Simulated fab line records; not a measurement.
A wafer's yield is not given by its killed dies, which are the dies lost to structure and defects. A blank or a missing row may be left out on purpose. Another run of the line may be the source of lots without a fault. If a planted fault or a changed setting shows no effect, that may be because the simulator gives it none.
A lot that was struck, set against a sound lot -- flow n5 finfet -- 19 out of 1938 route steps
Sound: wafers L621.1, L621.2, L621.6. Struck: wafers L630.1, L630.4, L630.6. The cause is named last.
For every step that has rows: the tool of each side, followed by ch and its chambers, followed by its first start. Under that, the readings that differ: sound wafers -- struck wafers -- difference of the means -- sigmas: that difference in standard deviations of wafers without a fault.
alike: readings with means less than 2 such deviations apart, plus words and numbers identical on both sides. not compared: withheld readings, readings lacking a value on some wafer, bounds such as >300 that could conceal the same value, and numbers that have no deviation in the record and whose values overlap.
Wherever a step has rows on one side only, a row that says differs or no value, or a row with sigmas, the two part there. Numbers that have no deviation but don't overlap get no sigmas and don't part them. A reading missing from all wafers of one side parts the sides only when that side holds two or more wafers.

first, 3 steps without rows for these wafers: N5_SDB_EXPOSE_08 (exposes mask SDB); N5_SDB_PEB_09 (peb time 60 s); N5_SDB_DEVELOP_10 (develop time 30 s).
N5_SDB_CD_MEAS_11 targets a cd of 50 nm.
  sound on cd sem-02 ch 0, day 6 08:10; struck on cd sem-02 ch 0, day 8 13:31
  alike: cd nm
N5_SDB_OVL_MEAS_12:
  sound on overlay-02 ch 0, day 6 08:11; struck on overlay-02 ch 0, day 8 13:32
  alike: SDB_OVL
N5_SDB_INSPECT_13: inspects for defects (brightfield).
  sound: defect inspect-01 at day 6 08:13; struck: defect inspect-01 at day 8 13:34
  alike: raw defect count
N5_SDB_DESCUM_16: chemistry O2, time 7.9 s.
  sound on rie diel-05 ch 0,1,2, day 6 08:35; struck on rie diel-06 ch 0,2, day 8 14:01
reading,sound,struck,difference,sigmas
rf vpp V (V),244.9 244.2 242.0,242.6 239.4 240.1,-3.0,-2
  alike: drypump motor current A, o2 flow sccm, oes product au, showerhead plenum p Torr, throttle valve pct
  not compared: rf hours counter h
N5_SDB_ETCH_17: etches SiARC in CF4, target depth 23.4 nm, time 39 s.
  sound on rie diel-05 ch 0,1,2, day 6 08:38; struck on rie diel-06 ch 0,2, day 8 14:03
  alike: drypump motor current A, etch rf on time s, oes product au, rf vpp V, showerhead plenum p Torr, throttle valve pct
  not compared: rf hours counter h
N5_SDB_ETCH_18: etches SOC in N2/H2, target depth 100 nm, overetch 20 nm, time 150 s.
  sound on rie diel-05 ch 0,1,2, day 6 08:40; struck on rie diel-06 ch 0,2, day 8 14:05
  alike: drypump motor current A, oes product au, rf vpp V, showerhead plenum p Torr, throttle valve pct
  not compared: rf hours counter h
then, 1 step without rows for these wafers: N5_SDB_STRIP_19 (strips in N2/H2).
N5_SDB_STRIP_21: strips in CF4.
  sound on rie diel-05 ch 0,1,2, day 6 08:48; struck on rie diel-06 ch 0,2, day 8 14:13
  alike: bias power w, cf4 flow sccm, drypump motor current A, oes product au, rf vpp V, showerhead plenum p Torr, throttle valve pct
  not compared: rf hours counter h
N5_SDB_HM_OPEN_20: chemistry CH3F/O2, target SiNx, stops on poly-Si, target depth 24 nm.
  sound on rie diel-05 ch 0,1,2, day 6 08:49; struck on rie diel-06 ch 0,2, day 8 14:14
  alike: drypump motor current A, oes_o_777_au, oes product au, rf vpp V, showerhead plenum p Torr, throttle valve pct
  not compared: rf hours counter h
N5_SDB_STRIP_22: strips in N2/H2.
  sound on plasma asher-01 ch 0,1, day 6 08:55; struck on plasma asher-01 ch 1, day 8 14:19
  no value came back on the struck wafers for any of 6 readings (drypump motor current A (A), h2 flow sccm (sccm) and others); on the sound wafers drypump motor current A (A) reads 5.87 5.35 5.86
reading,sound,struck,difference,sigmas
model.SOC_of_SDB_COAT_03.thk nm (nm),0 0 0,83.8 83.8 83.8,+83.8,
  not compared: rf hours counter h
then, 3 steps without rows for these wafers: N5_SDB_PRECLEAN_23 (cleans in dHF, time 30 s); N5_SDB_DUMMY_REMOVE_24 (chemistry TMAH, target poly-Si, stops on SiO2, target depth 142 nm, time 57 s, rinse time 30 s); N5_SDB_ETCH_25 (etches SiO2 in C4F6/O2, target depth 10 nm, time 3.3 s).
N5_SDB_CUT_ETCH_26: etches Si in HBr/Cl2/O2, target depth 129.6 nm, bt time 20 s, time 51.8 s.
  sound on rie si-03 ch 1,2,3, day 6 09:13; struck on rie si-03 ch 0,3, day 8 14:38
reading,sound,struck,difference,sigmas
model.SOC_of_SDB_COAT_03.thk nm (nm),0 0 0,44.4 45.8 45.6,+45.3,
  alike: HBr_flow_sccm, drypump motor current A, oes_o_777_au, oes product au, throttle valve pct
  not compared: rf hours counter h
then, 2 steps without rows for these wafers: N5_SDB_PRECLEAN_38 (cleans in dHF, time 10 s); N5_PASSIVATION_PROBE_49.

WHERE THEY PART
First at N5_SDB_DESCUM_16; last, within this record, at N5_SDB_STRIP_22. Later steps at which nothing parts them and some readings are alike: N5_SDB_CUT_ETCH_26.

WHY: the cause the simulator had injected
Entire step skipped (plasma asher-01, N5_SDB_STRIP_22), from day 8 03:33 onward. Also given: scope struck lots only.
